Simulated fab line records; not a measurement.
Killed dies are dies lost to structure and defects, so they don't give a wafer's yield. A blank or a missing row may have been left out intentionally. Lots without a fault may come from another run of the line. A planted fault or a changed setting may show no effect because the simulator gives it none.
Split-lot study -- flow n5 finfet -- 7 lots, 21 wafers read, on a route of 1938 steps

== SPLIT DETAILS ==
At N5_BEOL_M11_TRENCH_ETCH_37 (etches SiCOH lowk in C4F6/O2, target depth 148.83 nm, time 48 s), the setting time s was moved away from the recipe's 48 s on 5 of the 21 wafers read, by -17.8% to +14.7%. This setting was run at the recipe's value on the other wafers.

== FROM THE SPLIT TO THE READING: what the file shows between them, 16 steps ==
- N5_BEOL_M11_ETCH_41: etches SiCN in CH3F/O2, target depth 42.6 nm, time 86 s
- N5_BEOL_M11_STRIP_77: strips in N2/H2, time 10 s
- N5_BEOL_M11_OCD_MEAS_38
- N5_BEOL_M11_HM_STRIP_39: strips TiN in peroxide tin strip, target depth 25 nm, time 158 s
- N5_BEOL_M11_SRD_40: time 30 s
- N5_BEOL_M11_PRECLEAN_42: cleans in residue remover, time 60 s
- N5_BEOL_M11_SRD_43: time 30 s
- N5_BEOL_M11_CD_MEAS_35: target cd 70 nm
- N5_BEOL_M11_CURE_72: cures SiCOH lowk, time 120 s
- N5_BEOL_M11_DEGAS_44: time 60 s
- N5_BEOL_M11_ECD_50: material Cu, target thk 318 nm
- N5_BEOL_M11_ANNEAL_51: time 90 s
- N5_BEOL_M11_CMP_52: polishes, stops on SiCOH lowk, t overpolish 7 s, target thk 140 nm
- N5_BEOL_M11_THK_MEAS_53: measures by xrf
- N5_BEOL_M11_PRE_CLEAN_55: time 15 s
- N5_BEOL_M11_DEP_56: deposits SiCN from 3MS/NH3, target thk 30 nm, time 10.5 s

== THE READING ==
At N5_BEOL_M11_RS_MEAS_57, a four-point-probe measurement gives M11_RS in ohm/sq. Fault-free wafers of this fab line usually give 0.1523 ohm/sq, standard deviation 0.0029 ohm/sq.

wafer,"tool, chamber at the split","time s as run, s",against the recipe,"M11_RS, ohm/sq",against lot-mates on the recipe
L076.1,"rie diel-02, 0",48,recipe,0.1500,-
L076.3,"rie diel-02, 2",48,recipe,0.1569,-
L076.4,"rie diel-02, 0",48,recipe,0.1483,-
L083.1,"rie diel-06, 2",39.47,-17.8%,0.1894,+0.0400
L083.3,"rie diel-06, 3",39.47,-17.8%,0.1887,+0.0393
L083.4,"rie diel-06, 1",48,recipe,0.1494,-
L084.1,"rie diel-04, 3",48,recipe,0.1532,-
L084.3,"rie diel-04, 1",48,recipe,0.1537,-
L084.5,"rie diel-04, 2",48,recipe,0.1529,-
L086.1,"rie diel-02, 0",48,recipe,0.1460,-
L086.2,"rie diel-02, 3",48,recipe,0.1496,-
L086.6,"rie diel-02, 3",55.04,+14.7%,0.1275,-0.0203
L090.1,"rie diel-06, 1",43.08,-10.3%,0.1729,+0.0202
L090.4,"rie diel-06, 0",48,recipe,0.1543,-
L090.6,"rie diel-06, 1",48,recipe,0.1510,-
L096.1,"rie diel-06, 0",48,recipe,0.1585,-
L096.3,"rie diel-06, 2",48,recipe,0.1568,-
L096.4,"rie diel-06, 1",48,recipe,0.1520,-
L097.2,"rie diel-04, 1",45.28,-5.7%,0.1668,+0.0149
L097.4,"rie diel-04, 3",48,recipe,0.1492,-
L097.5,"rie diel-04, 1",48,recipe,0.1546,-

FIT RESULTS
A straight line over all 21 wafers: M11_RS changes by -0.00198 ohm/sq for each +1% of time s; r = -0.97; the points scatter about the line by 0.0033 ohm/sq.
The same after taking each lot's own level away (the mean of its wafers on the recipe; 21 wafers): -0.00199 ohm/sq for each +1%; r = -0.97; scatter 0.0032 ohm/sq.
The reading moves by 0.035 ohm/sq for the largest change in time s, on that fit.
The span of the lots' own levels, 0.14780 to 0.15577 ohm/sq, comes to 2.7 times the standard deviation stated above.
The two slopes are in agreement: the lot-to-lot level therefore moves the slope only a little.
Check: with one of the wafers moved furthest among these (-17.8%) left out of the fit, the line predicts +0.0347 ohm/sq for it against its lot-mates. It came out at +0.04 ohm/sq against them.

== THESE WAFERS: OTHER SPLITS ==
Other splits were also applied to these wafers ahead of the reading. Each is held against what the fit with the lots' levels taken away leaves over:
other split on the same wafers,wafers away from the commonest value,r with M11_RS (lot level and that fit taken away)
N5_BEOL_M11_EXPOSE_08 dose mj,4,+0.04
N5_BEOL_M11_VIA_ETCH_34 time s,4,-0.06

== THE WHOLE CHAIN: every reading that the file lists as answering this split, in the file's order ==
step,what it does,reading,change (the file's fit),r (the file's)
N5_BEOL_M11_TRENCH_ETCH_37,"etches SiCOH lowk in C4F6/O2, target depth 148.83 nm, time 48 s","BEOL_M11.feature depth nm (the simulator's own value, which no gauge read)",+1.51 nm for each +1% of the setting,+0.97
N5_BEOL_M11_TRENCH_ETCH_37,"etches SiCOH lowk in C4F6/O2, target depth 148.83 nm, time 48 s","etch.depth nm (the simulator's own value, which no gauge read)",+1.51 nm for each +1% of the setting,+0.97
N5_BEOL_M11_OCD_MEAS_38,,trench depth nm,+1.52 nm for each +1% of the setting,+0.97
N5_BEOL_M11_CMP_52,"polishes, stops on SiCOH lowk, t overpolish 7 s, target thk 140 nm","Cu_of_BEOL_M11_ECD_50.thk nm (the simulator's own value, which no gauge read)",+1.49 nm for each +1% of the setting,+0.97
N5_BEOL_M11_THK_MEAS_53,measures by xrf,M11_THK,+1.48 for each +1% of the setting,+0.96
N5_BEOL_M11_RS_MEAS_57,measures by four-point-probe,M11_RS,-0.00194 for each +1% of the setting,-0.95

== THE FILE'S OWN FIT ==
M11_RS changes by -0.00194 ohm/sq for each +1% of time s, r = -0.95.
